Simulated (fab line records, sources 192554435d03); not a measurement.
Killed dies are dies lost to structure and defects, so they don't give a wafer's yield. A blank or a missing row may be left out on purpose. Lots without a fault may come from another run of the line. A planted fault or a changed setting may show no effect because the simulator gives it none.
fab line records | flow n5_finfet
record lots=24 wafers=72 last_day=17
route steps=1938 shown HKMG_FIN@421 GATE_CUT@488
lots that met no fault: from a run of the same line without faults
start_h: hours from the record's first day to the start of the lot's first wafer shown | wait_h: hours since the lot's step before | " the same as in the row above | L1.1+2: a row that stands for several wafers | - no value, or no start given | * or withheld: withheld | < > ~ a bound
route shown NAME@n: a module of which the file shows steps, and the number in the route of the first | usual: mean/standard deviation of fault-free wafers | same: alike in all rows | chamber/n: place in a boat | sites: the reading at each site | _std_site: their standard deviation | _edge_site: outer sites' mean less inner sites' | radius_mm: how far each site lies from the wafer's centre | mask NAME#n: copy n | behind: the tool/chamber that last shaped the wafer | hold: why the lot was held/for how many hours/how that ended | device: the transistor (n, p or np) that didn't switch | end of line: the same wafers' tests at the end of the route | a step without rows: its recipe alone | killed: dies lost to structure and defects at the first sort, not the wafer's yield | map: a wafer's dies, x killed, . not, _ none there
set.NAME: the setting as run; set.NAME@STEP: as run at that earlier step | model.NAME: the simulator's own value behind a step, which no gauge read
steps of the route over a sample of lots; a table a step, a row a wafer
services: from which hour (start_h, from the record's first day; less than 0 if before it) a tool's chamber was out of use, for how many hours, and why
## steps
# step N5_HKMG_FIN_PWFM_ALD_03
# recipe material=TiN target_thk_a=20 temp_c=400 ald_precursor_family=TiCl4 ald_co_reactant=NH3 pulse_time_s=1 purge_time_s=3 co_reactant_purge_time_s=2 co_reactant_pulse_time_s=2 ald_cycles=91 pressure_torr=3
# usual heater_power_w=865/91 precursor_pulse_height_rel=0.998/0.019
# same co_reactant_pulse_time_s=2 co_reactant_purge_time_s=2
# columns lot.wafer tool chamber start_h wait_h heater_power_w precursor_pulse_height_rel
L074.2 ald_metal-02 2 71.87 0.0 966 0.972
L074.4 " 0 " " 796 0.995
L074.5 " 3 " " 730 0.983
L075.3 ald_metal-02 2 78.97 0.0 958 1.017
L075.5 " 3 " " 741 1.019
L075.6 " 0 " " 804 0.985
L076.2 ald_metal-04 1 86.49 0.0 862 0.971
L076.5 " 1 " " 844 1.023
L076.6 " 0 " " 891 1.011
L077.2 ald_metal-02 3 92.57 0.2 719 0.990
L077.4 " 2 " " 956 0.970
L077.6 " 3 " " 700 1.005
L078.3 ald_metal-02 0 99.39 0.0 808 1.020
L078.4 " 1 " " 766 1.025
L078.6 " 1 " " 769 0.989
L079.2 ald_metal-02 3 109.06 0.0 706 0.992
L079.3 " 1 " " 752 1.025
L079.4 " 0 " " 827 1.028
L080.2 ald_metal-03 0 111.78 0.0 1030 1.037
L080.4 " 3 " " 869 1.002
L080.6 " 3 " " 903 0.995
L081.1 ald_metal-02 2 117.96 0.0 931 0.977
L081.4 " 0 " " 822 0.991
L081.6 " 0 " " 830 0.972
L082.2 ald_metal-03 2 121.92 0.0 928 1.013
L082.5 " 0 " " 1049 0.975
L082.6 " 3 " " 902 1.009
L083.3 ald_metal-02 2 126.34 0.0 947 1.000
L083.4 " 3 " " 716 0.991
L083.5 " 2 " " 941 0.995
L084.2 ald_metal-03 2 134.12 0.0 894 0.979
L084.4 " 0 " " 1040 1.000
L084.6 " 0 " " 1056 1.007
L085.1 ald_metal-03 1 146.61 0.0 925 0.997
L085.2 " 2 " " 918 0.972
L085.6 " 3 " " 877 1.016
L086.2 ald_metal-04 1 149.00 0.0 842 0.945
L086.3 " 0 " " 895 0.968
L086.6 " 3 " " 769 1.025
L087.1 ald_metal-02 1 152.81 0.0 755 1.003
L087.5 " 1 " " 756 0.991
L087.6 " 0 " " 819 0.968
L088.1 ald_metal-04 2 161.24 0.0 867 1.013
L088.2 " 3 " " 768 1.026
L088.3 " 1 " " 848 0.999
L089.2 ald_metal-04 2 165.60 0.0 873 0.998
L089.4 " 2 " " 882 1.025
L089.5 " 3 " " 788 0.998
L090.2 ald_metal-04 3 168.51 0.0 777 1.023
L090.3 " 2 " " 886 0.994
L090.6 " 3 " " 773 1.010
L091.2 ald_metal-03 2 178.60 0.0 924 1.010
L091.3 " 1 " " 939 1.016
L091.6 " 1 " " 932 1.020
L092.2 ald_metal-04 3 183.51 0.0 784 1.034
L092.3 " 2 " " 878 0.970
L092.4 " 1 " " 820 0.981
L093.1 ald_metal-02 0 189.87 0.0 822 0.994
L093.2 " 2 " " 930 0.988
L093.5 " 3 " " 723 0.978
L094.1 ald_metal-03 2 197.65 0.0 947 0.984
L094.5 " 2 " " 936 0.987
L094.6 " 3 " " 892 0.999
L095.1 ald_metal-03 1 202.28 0.0 948 1.009
L095.3 " 2 " " 892 0.971
L095.4 " 0 " " 1024 1.010
L096.1 ald_metal-03 1 206.98 0.0 933 0.976
L096.3 " 3 " " 894 0.990
L096.4 " 0 " " 1057 1.015
L097.2 ald_metal-04 3 214.44 0.0 771 0.993
L097.4 " 0 " " 904 1.001
L097.5 " 2 " " 886 1.005
# step N5_HKMG_FIN_CD_MEAS_12
# recipe target_cd_nm=92.8 landing_energy_ev=500 detector=se_inlens
# usual cd_nm=92.6/0.85
# same landing_energy_ev=500
# columns lot.wafer tool chamber start_h wait_h cd_nm
L074.2 cd_sem-03 0 72.70 - 90.6
L074.4 " 0 " " 91.6
L074.5 " 0 " " 91.0
L075.3 cd_sem-03 0 79.81 - 91.5
L075.5 " 0 " " 91.2
L075.6 " 0 " " 91.4
L076.2 cd_sem-02 0 87.33 - 92.2
L076.5 " 0 " " 92.6
L076.6 " 0 " " 92.2
L077.2 cd_sem-01 0 93.41 - 93.1
L077.4 " 0 " " 92.8
L077.6 " 0 " " 93.1
L078.3 cd_sem-02 0 100.23 - 93.7
L078.4 " 0 " " 92.9
L078.6 " 0 " " 92.6
L079.2 cd_sem-03 0 109.89 - 93.1
L079.3 " 0 " " 93.6
L079.4 " 0 " " 93.7
L080.2 cd_sem-02 0 112.61 - 92.1
L080.4 " 0 " " 92.1
L080.6 " 0 " " 93.1
L081.1 cd_sem-01 0 118.80 - 93.2
L081.4 " 0 " " 93.6
L081.6 " 0 " " 92.3
L082.2 cd_sem-01 0 122.76 - 92.3
L082.5 " 0 " " 92.9
L082.6 " 0 " " 94.0
L083.3 cd_sem-03 0 127.05 - 92.8
L083.4 " 0 " " 92.9
L083.5 " 0 " " 91.9
L084.2 cd_sem-02 0 134.96 - 94.3
L084.4 " 0 " " 92.3
L084.6 " 0 " " 93.1
L085.1 cd_sem-03 0 147.44 - 93.0
L085.2 " 0 " " 93.0
L085.6 " 0 " " 92.1
L086.2 cd_sem-03 0 149.84 - 93.4
L086.3 " 0 " " 92.0
L086.6 " 0 " " 92.5
L087.1 cd_sem-01 0 153.64 - 91.7
L087.5 " 0 " " 92.9
L087.6 " 0 " " 92.8
L088.1 cd_sem-01 0 162.08 - 91.3
L088.2 " 0 " " 91.0
L088.3 " 0 " " 91.9
L089.2 cd_sem-02 0 166.66 - 93.0
L089.4 " 0 " " 92.0
L089.5 " 0 " " 92.9
L090.2 cd_sem-01 0 169.46 - 92.6
L090.3 " 0 " " 92.4
L090.6 " 0 " " 91.8
L091.2 cd_sem-02 0 179.44 - 93.4
L091.3 " 0 " " 93.2
L091.6 " 0 " " 91.5
L092.2 cd_sem-02 0 184.22 - 91.1
L092.3 " 0 " " 91.2
L092.4 " 0 " " 92.2
L093.1 cd_sem-01 0 190.70 - 92.2
L093.2 " 0 " " 91.9
L093.5 " 0 " " 92.7
L094.1 cd_sem-03 0 198.48 - 93.2
L094.5 " 0 " " 92.1
L094.6 " 0 " " 93.2
L095.1 cd_sem-03 0 202.99 - 91.6
L095.3 " 0 " " 92.0
L095.4 " 0 " " 91.4
L096.1 cd_sem-02 0 207.69 - 92.8
L096.3 " 0 " " 92.9
L096.4 " 0 " " 92.3
L097.2 cd_sem-02 0 215.16 - 92.1
L097.4 " 0 " " 92.6
L097.5 " 0 " " 91.8
# step N5_HKMG_FIN_ETCH_35
# recipe chemistry=N2/H2 target=SOC target_depth_a=2158 ion_energy_ev=65 bias_w=5 source_w=3000 time_s=243.4 pressure_mtorr=30 n2_flow_sccm=200 h2_flow_sccm=200
# usual drypump_motor_current_A=5.6/0.33 h2_flow_sccm=200.0/0.63 oes_product_au=0.76/0.066 rf_fwd_power_W=2993/9 rf_vpp_V=141.6/0.9 showerhead_plenum_p_Torr=2.55/0.068 throttle_valve_pct=17.84/0.29
# columns lot.wafer tool chamber start_h wait_h drypump_motor_current_A h2_flow_sccm oes_product_au rf_fwd_power_W rf_hours_counter_h rf_vpp_V showerhead_plenum_p_Torr throttle_valve_pct
L074.2 rie_diel-05 0 73.09 0.0 5.4 200.3 0.78 2993 146 140.9 2.65 18.23
L074.4 " 1 " " 5.6 199.7 0.76 2997 148 142.5 2.62 17.64
L074.5 " 2 " " 5.2 200.3 0.73 3014 - 142.3 2.66 18.28
L075.3 rie_diel-05 2 80.90 0.0 5.2 200.4 0.72 3002 181 142.8 2.66 18.29
L075.5 " 2 " " 5.2 199.4 0.72 3009 - 140.1 2.66 18.28
L075.6 " 1 " " 5.6 200.2 0.75 2990 - 142.1 2.62 17.64
L076.2 rie_diel-03 3 87.72 0.0 5.7 199.3 0.84 2982 85 140.3 2.48 17.48
L076.5 " 3 " " 5.7 199.7 0.83 2979 - 141.6 2.48 17.47
L076.6 " 2 " " 5.0 200.9 0.75 2990 - 141.4 2.56 17.74
L077.2 rie_diel-05 1 94.02 0.0 5.6 200.3 0.75 2992 156 141.7 2.62 17.65
L077.4 " 3 " " 6.5 199.0 0.68 2984 220 140.4 2.39 17.82
L077.6 " 0 " " 5.4 199.8 0.78 2988 - 141.6 2.65 18.25
L078.3 rie_diel-01 1 101.58 0.0 5.8 199.9 0.72 2995 172 142.6 2.53 17.43
L078.4 " 2 " " 5.7 200.1 0.72 2999 218 141.0 2.51 18.30
L078.6 " 3 " " 5.6 200.1 0.73 3001 - 140.8 2.53 18.10
L079.2 rie_diel-03 2 110.62 0.0 5.0 199.0 0.75 2988 153 140.8 2.56 17.72
L079.3 " 0 " " 5.9 201.1 0.75 2983 151 141.7 2.65 17.62
L079.4 " 1 " " 5.7 199.7 0.88 2997 33 142.0 2.59 17.69
L080.2 rie_diel-01 3 113.00 0.0 5.5 200.5 0.72 2980 192 140.5 2.52 18.10
L080.4 " 0 " " 5.9 200.0 0.66 2987 248 141.9 2.52 18.15
L080.6 " 1 " " 5.7 198.6 0.72 2992 - 140.1 2.53 17.46
L081.1 rie_diel-03 3 119.19 0.0 5.6 200.4 0.84 2998 91 142.4 2.47 17.49
L081.4 " 2 " " 5.0 199.7 0.75 3004 156 141.2 2.56 17.72
L081.6 " 2 " " 5.0 200.0 0.75 2999 - 141.6 2.56 17.75
L082.2 rie_diel-05 2 123.15 0.0 5.2 200.7 0.71 2994 199 141.6 2.65 18.31
L082.5 " 3 " " 6.5 199.4 0.68 2994 - 140.0 2.39 17.87
L082.6 " 2 " " 5.2 200.2 0.71 2998 - 140.5 2.65 18.31
L083.3 rie_diel-01 2 127.44 0.0 5.7 200.1 0.72 2993 230 140.1 2.51 18.32
L083.4 " 3 " " 5.6 200.7 0.72 2997 - 140.6 2.52 18.12
L083.5 " 1 " " 5.8 199.7 0.72 2991 - 140.7 2.52 17.47
L084.2 rie_diel-01 1 135.35 0.0 5.8 201.2 0.72 2972 188 141.0 2.52 17.48
L084.4 " 3 " " 5.6 198.9 0.71 2993 - 141.0 2.52 18.11
L084.6 " 2 " " 5.7 200.8 0.71 2994 - 140.8 2.51 18.32
L085.1 rie_diel-01 2 147.83 0.0 5.7 199.7 0.71 2986 238 142.9 2.51 18.32
L085.2 " 0 " " 5.9 198.9 0.94 2997 4 139.9 2.51 17.80
L085.6 " 1 " " 5.8 200.2 0.71 2997 - 141.0 2.52 17.48
L086.2 rie_diel-03 3 150.45 0.0 5.7 200.2 0.83 3006 100 142.6 2.47 17.51
L086.3 " 2 " " 5.0 200.2 0.74 2983 166 142.8 2.55 17.76
L086.6 " 2 " " 5.0 199.8 0.74 2996 - 141.4 2.55 17.75
L087.1 rie_diel-03 1 154.03 0.0 5.7 200.6 0.87 2998 49 141.0 2.59 17.71
L087.5 " 2 " " 5.0 199.9 0.74 2991 - 142.4 2.55 17.75
L087.6 " 3 " " 5.7 199.3 0.83 3002 - 142.4 2.47 17.51
L088.1 rie_diel-03 0 164.08 0.0 5.9 199.8 0.74 2987 170 142.1 2.64 17.66
L088.2 " 3 " " 5.7 200.2 0.83 2996 106 139.9 2.47 17.52
L088.3 " 1 " " 5.7 200.3 0.86 2991 52 141.9 2.59 17.75
L089.2 rie_diel-03 3 167.73 0.0 5.7 200.0 0.83 3010 108 141.5 2.47 17.53
L089.4 " 1 " " 5.7 199.3 0.84 2995 54 141.4 2.59 17.73
L089.5 " 2 " " 5.0 199.4 0.74 2982 - 142.5 2.55 17.77
L090.2 rie_diel-03 2 170.48 0.0 5.0 200.2 0.73 2996 175 141.6 2.55 17.76
L090.3 " 3 " " 5.7 199.9 0.82 3000 110 140.7 2.47 17.51
L090.6 " 0 " " 5.9 200.7 0.74 2977 - 141.6 2.64 17.65
L091.2 rie_diel-05 1 179.83 0.0 5.6 199.4 0.74 2977 185 141.3 2.61 17.72
L091.3 " 2 " " 5.2 200.0 0.70 3008 208 142.1 2.64 18.36
L091.6 " 1 " " 5.6 199.0 0.73 2999 - 142.2 2.60 17.70
L092.2 rie_diel-03 1 185.16 0.0 5.7 199.9 0.83 2992 62 142.8 2.58 17.74
L092.3 " 3 " " 5.7 200.0 0.81 2996 115 141.0 2.46 17.53
L092.4 " 2 " " 5.0 199.0 0.74 2970 181 140.8 2.55 17.77
L093.1 rie_diel-05 1 191.29 0.0 5.6 199.1 0.73 2991 193 139.7 2.60 17.72
L093.2 " 0 " " 5.4 200.0 0.76 2995 190 141.9 2.63 18.29
L093.5 " 1 " " 5.6 199.8 0.73 2965 - 142.0 2.60 17.72
L094.1 rie_diel-03 0 198.94 0.0 5.9 200.1 0.72 2984 187 142.8 2.63 17.68
L094.5 " 3 " " 5.7 200.0 0.80 2995 - 140.4 2.46 17.54
L094.6 " 2 " " 5.0 199.8 0.73 2991 - 141.7 2.54 17.78
L095.1 rie_diel-01 0 203.38 0.0 5.9 200.6 0.91 3006 22 140.7 2.51 17.84
L095.3 " 1 " " 5.8 199.5 0.70 2989 211 140.0 2.51 17.51
L095.4 " 1 " " 5.7 199.1 0.70 2989 - 142.8 2.51 17.51
L096.1 rie_diel-01 3 208.28 0.0 5.6 200.2 0.69 3003 226 140.8 2.51 18.17
L096.3 " 0 " " 5.9 199.8 0.89 2991 24 141.0 2.51 17.79
L096.4 " 0 " " 5.9 200.7 0.90 2982 - 140.3 2.51 17.81
L097.2 rie_diel-01 2 215.58 0.0 5.7 201.4 0.99 3001 1 141.0 2.50 17.91
L097.4 " 1 " " 5.8 200.1 0.69 2984 216 142.5 2.51 17.53
L097.5 " 3 " " 5.6 199.1 0.70 2985 - 141.8 2.51 18.17
# step N5_HKMG_FIN_STRIP_88
# recipe chemistry=N2/H2 power_w=2500 temp_c=300 h2_frac=0.65 time_s=360 pressure_mtorr=withheld n2_flow_sccm=1750 h2_flow_sccm=3250
# usual drypump_motor_current_A=6.1/0.45 h2_flow_sccm=3250/9.6 heater_power_w=482/41
# columns lot.wafer tool chamber start_h wait_h drypump_motor_current_A h2_flow_sccm heater_power_w rf_hours_counter_h
L074.2 plasma_asher-02 1 74.76 0.0 5.5 3244 523 42
L074.4 " 0 " " 6.5 3243 497 -
L074.5 " 1 " " 5.5 3243 517 -
L075.3 plasma_asher-01 1 82.66 0.1 6.4 3248 396 -
L075.5 " 1 " " 6.4 3265 401 -
L075.6 " 0 " " 6.3 3234 469 -
L076.2 plasma_asher-02 1 89.00 0.0 5.5 3270 511 45
L076.5 " 0 " " 6.6 3255 497 -
L076.6 " 1 " " 5.5 3259 514 -
L077.2 plasma_asher-02 0 95.28 0.0 6.5 3238 495 46
L077.4 " 1 " " 5.5 3237 527 -
L077.6 " 0 " " 6.6 3242 503 -
L078.3 plasma_asher-02 0 102.98 0.1 6.6 3249 499 -
L078.4 " 1 " " 5.5 3242 521 -
L078.6 " 1 " " 5.5 3256 528 -
L079.2 plasma_asher-01 0 111.93 0.0 6.3 3264 472 91
L079.3 " 0 " " 6.3 3265 483 -
L079.4 " 1 " " 6.4 3253 399 -
L080.2 plasma_asher-02 1 114.27 0.0 5.5 3242 535 50
L080.4 " 1 " " 5.5 3248 529 -
L080.6 " 1 " " 5.5 3250 527 -
L081.1 plasma_asher-01 1 120.45 0.0 6.3 3241 413 93
L081.4 " 1 " " 6.3 3240 405 -
L081.6 " 0 " " 6.3 3253 470 -
L082.2 plasma_asher-02 1 124.42 0.0 5.5 3254 528 52
L082.5 " 0 " " 6.6 3258 498 -
L082.6 " 1 " " 5.4 3260 527 -
L083.3 plasma_asher-01 0 128.94 0.1 6.3 3249 475 -
L083.4 " 1 " " 6.4 3239 404 -
L083.5 " 0 " " 6.3 3240 483 -
L084.2 plasma_asher-02 0 136.65 0.0 6.6 3237 509 55
L084.4 " 1 " " 5.5 3250 509 -
L084.6 " 0 " " 6.5 3245 492 -
L085.1 plasma_asher-02 0 149.10 0.0 6.5 3263 486 57
L085.2 " 1 " " 5.5 3259 526 57
L085.6 " 1 " " 5.5 3271 515 -
L086.2 plasma_asher-02 0 151.82 0.0 6.5 3242 476 58
L086.3 " 0 " " 6.5 3249 496 -
L086.6 " 1 " " 5.5 3235 511 -
L087.1 plasma_asher-02 0 155.30 0.0 6.6 3253 496 58
L087.5 " 0 " " 6.5 3241 511 -
L087.6 " 1 " " 5.5 3256 508 -
L088.1 plasma_asher-02 0 165.61 0.0 6.5 3252 497 61
L088.2 " 1 " " 5.4 3245 528 61
L088.3 " 1 " " 5.5 3237 518 -
L089.2 plasma_asher-02 1 169.10 0.0 5.5 3244 525 63
L089.4 " 1 " " 5.5 3250 518 -
L089.5 " 0 " " 6.6 3251 506 -
L090.2 plasma_asher-01 1 172.06 0.0 6.3 3244 412 102
L090.3 " 1 " " 6.3 3246 405 -
L090.6 " 0 " " 6.3 3262 472 -
L091.2 plasma_asher-01 1 181.11 0.0 6.4 3254 406 103
L091.3 " 0 " " 6.3 3245 476 -
L091.6 " 0 " " 6.3 3237 468 -
L092.2 plasma_asher-01 1 186.47 0.0 6.4 3250 406 104
L092.3 " 1 " " 6.3 3230 411 -
L092.4 " 0 " " 6.3 3256 466 -
L093.1 plasma_asher-02 1 192.71 0.0 5.5 3267 519 68
L093.2 " 0 " " 6.6 3264 493 68
L093.5 " 0 " " 6.6 3237 500 -
L094.1 plasma_asher-02 1 200.39 0.0 5.5 3248 517 69
L094.5 " 0 " " 6.5 3236 496 -
L094.6 " 1 " " 5.5 3243 516 -
L095.1 plasma_asher-02 1 204.65 0.0 5.5 3251 535 70
L095.3 " 1 " " 5.4 3248 522 -
L095.4 " 0 " " 6.6 3254 487 -
L096.1 plasma_asher-01 1 209.57 0.0 6.3 3248 394 109
L096.3 " 0 " " 6.3 3242 477 -
L096.4 " 1 " " 6.3 3255 420 -
L097.2 plasma_asher-01 0 216.85 0.0 6.3 3246 470 111
L097.4 " 1 " " 6.3 3249 405 -
L097.5 " 0 " " 6.3 3270 470 -
# step N5_GATE_CUT_OVL_MEAS_14
# recipe points_per_wafer=522
# usual GATE_CUT_OVL=0.5/0.68
# columns lot.wafer tool chamber start_h wait_h GATE_CUT_OVL[nm]
L074.2 overlay-02 0 81.88 0.0 -0.5
L074.4 " 0 " " 0.3
L074.5 " 0 " " 0.5
L075.3 overlay-02 0 89.12 0.0 -0.2
L075.5 " 0 " " 0.0
L075.6 " 0 " " 0.2
L076.2 overlay-01 0 95.83 0.0 1.1
L076.5 " 0 " " 0.3
L076.6 " 0 " " 0.8
L077.2 overlay-02 0 102.12 0.0 -0.1
L077.4 " 0 " " 0.7
L077.6 " 0 " " -0.1
L078.3 overlay-01 0 109.43 0.0 0.8
L078.4 " 0 " " 1.0
L078.6 " 0 " " 0.8
L079.2 overlay-01 0 119.23 0.0 0.5
L079.3 " 0 " " 0.1
L079.4 " 0 " " 0.9
L080.2 overlay-02 0 120.71 0.0 -0.2
L080.4 " 0 " " -1.3
L080.6 " 0 " " -0.6
L081.1 overlay-02 0 127.13 0.0 1.6
L081.4 " 0 " " 1.0
L081.6 " 0 " " 0.3
L082.2 overlay-02 0 131.02 0.0 -0.4
L082.5 " 0 " " -0.5
L082.6 " 0 " " -0.2
L083.3 overlay-02 0 135.50 0.0 -0.3
L083.4 " 0 " " 0.4
L083.5 " 0 " " 1.3
L084.2 overlay-02 0 143.29 0.0 0.8
L084.4 " 0 " " -0.2
L084.6 " 0 " " 0.6
L085.1 overlay-02 0 155.74 0.0 1.5
L085.2 " 0 " " 0.7
L085.6 " 0 " " 1.2
L086.2 overlay-02 0 158.89 0.0 -1.2
L086.3 " 0 " " 0.4
L086.6 " 0 " " 0.0
L087.1 overlay-01 0 162.16 0.0 0.2
L087.5 " 0 " " 0.3
L087.6 " 0 " " 0.1
L088.1 overlay-02 0 172.40 0.0 1.0
L088.2 " 0 " " -0.7
L088.3 " 0 " " 0.3
L089.2 overlay-02 0 175.82 0.0 -0.1
L089.4 " 0 " " 0.9
L089.5 " 0 " " 1.5
L090.2 overlay-02 0 178.54 0.0 -0.3
L090.3 " 0 " " -0.1
L090.6 " 0 " " 0.3
L091.2 overlay-02 0 188.23 0.0 1.5
L091.3 " 0 " " 2.4
L091.6 " 0 " " 1.1
L092.2 overlay-02 0 195.36 0.0 0.5
L092.3 " 0 " " 0.9
L092.4 " 0 " " -0.2
L093.1 overlay-02 0 199.13 0.0 0.6
L093.2 " 0 " " 1.0
L093.5 " 0 " " 0.2
L094.1 overlay-01 0 206.85 0.0 0.6
L094.5 " 0 " " 0.0
L094.6 " 0 " " 0.4
L095.1 overlay-01 0 211.48 0.0 1.6
L095.3 " 0 " " 1.0
L095.4 " 0 " " 1.2
L096.1 overlay-02 0 216.36 0.0 1.0
L096.3 " 0 " " 1.2
L096.4 " 0 " " 1.1
L097.2 overlay-01 0 223.45 0.0 1.2
L097.4 " 0 " " 1.6
L097.5 " 0 " " 0.2
# step N5_GATE_CUT_DESCUM_18
# recipe chemistry=O2 time_s=7 source_power_w=50 bias_power_w=20 pressure_mtorr=20 rf_frequency_hz=2.712e+07 temp_c=40 resist=CAR-EUV o2_flow_sccm=225
# usual drypump_motor_current_A=5.4/0.49 oes_product_au=0.77/0.11 rf_fwd_power_W=49.28/0.26 rf_vpp_V=243.2/1.6 showerhead_plenum_p_Torr=2.10/0.089 throttle_valve_pct=20.50/0.23
# columns lot.wafer tool chamber start_h wait_h drypump_motor_current_A oes_product_au rf_fwd_power_W rf_hours_counter_h rf_vpp_V showerhead_plenum_p_Torr throttle_valve_pct
L074.2 rie_diel-02 3 82.13 0.2 6.0 0.73 49.77 218 245.1 2.16 20.78
L074.4 " 1 " " 6.0 0.69 49.41 204 240.1 2.01 20.35
L074.5 " 0 " " 5.8 0.70 49.20 - 241.7 1.98 20.50
L075.3 rie_diel-04 0 89.32 0.1 5.5 1.01 48.74 2 243.0 2.13 20.03
L075.5 " 2 " " 5.2 0.93 49.29 - 243.9 2.15 20.12
L075.6 " 1 " " 5.4 0.77 49.51 - 242.9 2.12 20.43
L076.2 rie_diel-06 2 96.10 0.2 4.7 0.70 49.51 227 242.1 1.96 20.49
L076.5 " 2 " " 4.6 0.71 49.57 - 242.1 1.96 20.47
L076.6 " 3 " " 4.8 0.72 48.70 - 244.1 2.17 20.48
L077.2 rie_diel-06 1 102.20 0.0 5.8 0.66 48.83 250 243.1 2.08 20.69
L077.4 " 2 " " 4.7 0.70 49.57 229 240.2 1.96 20.48
L077.6 " 1 " " 5.8 0.67 48.81 - 241.6 2.08 20.69
L078.3 rie_diel-02 3 109.52 0.0 5.9 0.71 49.62 226 243.6 2.16 20.80
L078.4 " 2 " " 5.5 0.72 49.28 188 243.7 2.18 20.69
L078.6 " 1 " " 6.0 0.70 49.10 - 242.1 2.00 20.34
L079.2 rie_diel-02 3 119.31 0.0 5.9 0.72 49.28 229 244.1 2.16 20.80
L079.3 " 0 " " 5.8 0.70 49.46 246 241.4 1.97 20.53
L079.4 " 2 " " 5.5 0.71 49.63 191 245.1 2.18 20.68
L080.2 rie_diel-06 3 120.80 0.0 4.8 0.71 49.06 196 244.6 2.17 20.50
L080.4 " 0 " " 4.8 0.76 49.42 179 242.5 2.00 20.61
L080.6 " 2 " " 4.7 0.70 49.78 - 240.1 1.95 20.49
L081.1 rie_diel-06 0 127.22 0.0 4.8 0.75 49.56 181 241.0 2.00 20.61
L081.4 " 2 " " 4.6 0.69 49.48 240 241.4 1.95 20.48
L081.6 " 3 " " 4.8 0.70 49.15 - 244.8 2.17 20.51
L082.2 rie_diel-06 3 131.27 0.2 4.8 0.70 48.95 199 244.0 2.17 20.52
L082.5 " 1 " " 5.8 0.96 49.31 - 244.2 2.08 20.41
L082.6 " 0 " " 4.8 0.75 49.34 - 241.5 1.99 20.62
L083.3 rie_diel-02 1 135.58 0.0 6.0 0.68 49.04 219 240.9 2.00 20.37
L083.4 " 3 " " 6.0 0.71 49.64 - 245.4 2.16 20.81
L083.5 " 2 " " 5.6 0.72 49.69 - 243.6 2.18 20.70
L084.2 rie_diel-06 1 143.37 0.0 5.8 0.94 49.06 9 241.4 2.08 20.43
L084.4 " 2 " " 4.7 0.69 49.38 245 242.2 1.95 20.51
L084.6 " 1 " " 5.8 0.94 48.79 - 243.5 2.08 20.44
L085.1 rie_diel-02 3 155.83 0.0 5.9 0.71 49.58 241 244.7 2.15 20.82
L085.2 " 1 " " 6.0 0.68 49.23 226 241.6 2.00 20.40
L085.6 " 1 " " 6.0 0.67 49.20 - 242.4 2.00 20.37
L086.2 rie_diel-06 2 158.98 0.0 4.7 0.69 49.84 249 241.3 1.95 20.53
L086.3 " 3 " " 4.8 0.70 49.40 207 244.0 2.17 20.51
L086.6 " 3 " " 4.8 0.70 49.21 - 245.2 2.17 20.50
L087.1 rie_diel-04 2 162.28 0.1 5.2 0.86 49.38 32 243.6 2.15 20.16
L087.5 " 3 " " 5.8 0.73 49.68 - 243.9 2.19 21.12
L087.6 " 2 " " 5.2 0.88 49.45 - 243.4 2.15 20.14
L088.1 rie_diel-02 2 172.50 0.0 5.5 0.71 49.57 208 243.9 2.17 20.70
L088.2 " 1 " " 6.0 0.68 49.12 232 240.3 2.00 20.38
L088.3 " 3 " " 5.9 0.70 49.45 246 244.5 2.15 20.83
L089.2 rie_diel-02 1 175.91 0.0 6.0 0.68 48.80 233 243.6 2.00 20.39
L089.4 " 0 " " 5.8 0.95 49.17 9 245.0 2.23 20.20
L089.5 " 2 " " 5.5 0.70 49.51 - 244.5 2.17 20.70
L090.2 rie_diel-04 0 178.65 0.1 5.6 0.93 49.06 23 243.4 2.13 20.06
L090.3 " 3 " " 5.8 0.73 49.29 208 244.5 2.19 21.12
L090.6 " 0 " " 5.6 0.93 49.00 - 242.5 2.13 20.05
L091.2 rie_diel-06 1 188.47 0.2 5.8 0.90 49.22 22 242.8 2.07 20.46
L091.3 " 3 " " 4.8 0.69 48.94 216 244.4 2.16 20.52
L091.6 " 3 " " 4.8 0.68 49.05 - 243.5 2.16 20.52
L092.2 rie_diel-02 2 195.45 0.0 5.5 0.70 49.22 216 242.8 2.17 20.71
L092.3 " 1 " " 6.0 0.68 49.35 240 241.1 1.99 20.39
L092.4 " 1 " " 6.0 0.67 49.32 - 242.4 1.99 20.39
L093.1 rie_diel-02 0 199.24 0.0 5.9 0.94 48.97 18 244.6 2.23 20.19
L093.2 " 2 " " 5.5 0.70 49.67 217 243.4 2.17 20.72
L093.5 " 1 " " 6.0 0.67 49.21 - 240.7 1.99 20.39
L094.1 rie_diel-06 0 207.09 0.2 4.8 0.73 49.40 205 241.5 1.99 20.65
L094.5 " 0 " " 4.8 0.73 49.09 - 240.8 1.99 20.64
L094.6 " 3 " " 4.8 0.69 49.18 - 243.6 2.16 20.52
L095.1 rie_diel-04 0 211.57 0.0 5.6 0.92 48.85 32 245.1 2.12 20.07
L095.3 " 2 " " 5.2 0.86 49.14 47 243.5 2.14 20.18
L095.4 " 3 " " 5.8 0.72 49.48 217 243.4 2.18 21.14
L096.1 rie_diel-02 3 216.52 0.1 6.0 0.99 49.41 4 242.8 2.15 20.35
L096.3 " 2 " " 5.5 0.70 49.57 225 244.9 2.17 20.74
L096.4 " 0 " " 5.8 0.92 48.93 26 245.9 2.22 20.20
L097.2 rie_diel-06 2 223.54 0.0 4.6 0.92 49.54 7 245.0 2.21 20.25
L097.4 " 3 " " 4.8 0.68 49.30 227 244.9 2.16 20.55
L097.5 " 0 " " 4.8 0.73 49.51 - 242.2 1.98 20.66
## services
# columns tool chamber start_h hours kind
rie_diel-02 - 48.94 4.0 pm
rie_diel-02 - 56.17 2.8 pm
rie_diel-01 - 64.71 1.3 repair
rie_diel-02 - 73.53 0.7 repair
ald_metal-02 1 78.57 3.0 repair
rie_diel-06 2 81.75 4.3 repair
ald_metal-03 - 87.17 8.7 pm
rie_diel-03 - 93.58 15.6 pm
ald_metal-03 0 116.50 4.1 repair
rie_diel-03 - 128.92 2.1 repair
rie_diel-05 2 141.89 14.4 repair
ald_metal-04 0 151.52 17.6 repair
rie_diel-05 0 157.23 1.9 repair
rie_diel-03 1 159.93 2.5 repair
rie_diel-05 - 161.75 14.6 pm
plasma_asher-01 - 162.82 9.0 repair
ald_metal-04 1 163.75 5.6 repair
ald_metal-03 - 164.83 2.8 pm
rie_diel-03 - 170.76 0.3 repair
rie_diel-01 - 179.88 15.6 pm
ald_metal-04 1 194.18 6.9 repair
plasma_asher-01 - 196.37 0.5 repair
rie_diel-01 - 198.29 0.4 repair
plasma_asher-02 - 198.79 0.5 repair
## key
fault none
